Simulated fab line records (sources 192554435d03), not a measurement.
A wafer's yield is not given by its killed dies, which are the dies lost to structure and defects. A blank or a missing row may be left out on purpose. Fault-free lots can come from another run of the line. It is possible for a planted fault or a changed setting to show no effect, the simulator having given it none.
Matching of chambers :: flow n5 finfet :: N5_BEOL_M8_PECVD_70 on pecvd-03: 3 sister chambers
The step deposits SiO2 from TEOS/O2, target thk 20 nm, time 22.7 s. 6 wafers are shown with their chamber, then 7 later ones without.

== WAFERS, EACH WITH ITS CHAMBER ==
wafer: L525.4
chamber: 2
throttle valve pct (%): 20.9
showerhead plenum p Torr (Torr): 8.81

wafer: L526.6
chamber: 2
throttle valve pct (%): 20.9
showerhead plenum p Torr (Torr): 8.81

wafer: L534.2
chamber: 1
throttle valve pct (%): 22.8
showerhead plenum p Torr (Torr): 8.87

wafer: L534.6
chamber: 1
throttle valve pct (%): 22.8
showerhead plenum p Torr (Torr): 8.88

wafer: L533.1
chamber: 0
throttle valve pct (%): 21.1
showerhead plenum p Torr (Torr): 8.84

wafer: L533.4
chamber: 0
throttle valve pct (%): 21.0
showerhead plenum p Torr (Torr): 8.83

== WAFERS MISSING THEIR CHAMBER ==
wafer: L533.5
throttle valve pct (%): 22.6
showerhead plenum p Torr (Torr): 8.90

wafer: L535.2
throttle valve pct (%): 21.1
showerhead plenum p Torr (Torr): 8.82

wafer: L535.4
throttle valve pct (%): 22.7
showerhead plenum p Torr (Torr): 8.89

wafer: L535.6
throttle valve pct (%): 20.8
showerhead plenum p Torr (Torr): 8.83

wafer: L540.1
throttle valve pct (%): 21.3
showerhead plenum p Torr (Torr): 8.83

wafer: L540.2
throttle valve pct (%): 20.9
showerhead plenum p Torr (Torr): 8.83

wafer: L540.4
throttle valve pct (%): 21.0
showerhead plenum p Torr (Torr): 8.80

== EACH ONE'S CHAMBER ==
wafer: L533.5
from the rows above: 1
in truth: 1

wafer: L535.2
from the rows above: 0
in truth: 0

wafer: L535.4
from the rows above: 1
in truth: 1

wafer: L535.6
from the rows above: can't be placed: 2 or 0
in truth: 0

wafer: L540.1
from the rows above: 0
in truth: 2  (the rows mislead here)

wafer: L540.2
from the rows above: can't be placed: 2 or 0
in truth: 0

wafer: L540.4
from the rows above: 2
in truth: 2
4 of 7 placed correctly. Unplaceable from these rows: 2, with the true chamber sitting among the candidates in 2. Number placed wrongly: 1.
How it was worked out, from the rows above alone: a wafer's distance from a chamber is the root of the sum, over the readings, of the square of ((its reading less the chamber's mean) divided by the reading's scatter). If the next closest chamber is less than 2 further off than the closest, the wafer can't be placed; otherwise it belongs to the closest. A chamber's mean is the mean of its shown wafers. The scatter is the square root of a quotient: the sum, over the shown wafers, of each reading's squared deviation from its chamber's mean, divided by wafers minus chambers.
